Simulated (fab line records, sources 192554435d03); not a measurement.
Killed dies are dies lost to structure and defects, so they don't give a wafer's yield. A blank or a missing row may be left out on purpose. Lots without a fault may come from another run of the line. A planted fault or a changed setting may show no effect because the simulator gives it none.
Problem report in the 8D (eight disciplines) form, filled by code | flow n5_finfet | the parts of the form that need people (team, actions taken, sign-off) are left out

1. THE PROBLEM
spin_speed_rpm at N5_BEOL_M11_COAT_60 reads a mean of 1412.5 rpm on 6 wafers of 2 lots; wafers without a fault read 1500.0 rpm with a standard deviation of 0.95. That is -92 standard deviations from the usual mean.
The step: time 60 s, resist thk 30 nm.
First seen on wafer L973.2, day 13 04:17, on litho_track-02. The record holds 36 wafers of 12 lots with a number at this step. Rule for "out", or "out of limits": more than 4 standard deviations from the usual mean. The other wafers with a number count as sound.

2. WHAT IT IS AND WHAT IT IS NOT
question                    | is                     | is not
which readings at this step | spin_speed_rpm         | dispense_pressure_kPa, resist_line_temp_C
which lots                  | L973, L976             | L966, L968, L969, L970, L972, L978, L980, L985, L987, L988
which wafers of those lots  | all that have a number | -
read on which tools         | litho_track-02         | litho_track-01, litho_track-03
when                        | from day 13 04:17      | up to then (15 sound wafers); but 15 sound wafers of L978, L980, L985, L987, L988 came after

3. SUSPECTS, AND WHAT RULES EACH OUT
Counting: a tool at a process step up to the reading stays a suspect if it ran every lot that is out and no sound lot after the first of them.
- pvd_sputter-01 at N5_BEOL_M10_SURFACE_TREAT_76: ruled out as a lasting fault. Sound lots L988 ran on it after its first lot that is out, L973 (day 13 01:20).
- litho_track-02 at N5_BEOL_M11_COAT_60 (time 60 s, resist thk 30 nm): ruled out as a lasting fault. Sound lots L988, L987 ran on it after its first lot that is out, L973 (day 13 04:17).
Left after counting: nothing in the record.

4. THE CAUSE (what the simulator had put in)
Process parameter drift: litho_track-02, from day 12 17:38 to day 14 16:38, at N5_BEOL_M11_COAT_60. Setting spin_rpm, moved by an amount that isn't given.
Counting ruled it out, wrongly.

5. THE CHAIN OF EFFECTS, in route order
Each row: a reading whose mean over the struck wafers that have a number lies more than 3 standard deviations from the usual. Only readings for which the record gives a usual standard deviation are gone through. hours: the time from each lot's start at the first step in this table that gives one to its start at this step, as a median over the lots. sigmas: the change in usual standard deviations.
hours | step                | reading        | usual      | on struck wafers | change | sigmas
0     | N5_BEOL_M11_COAT_60 | spin_speed_rpm | 1500.0 rpm | 1412.5           | -87.5  | -92
The process steps in it:
- N5_BEOL_M11_COAT_60: time 60 s, resist thk 30 nm.

6. WHAT WOULD HAVE CAUGHT IT SOONER
In this record the first reading out of limits was taken at day 13 04:17, 11 hours after the fault began at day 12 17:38.
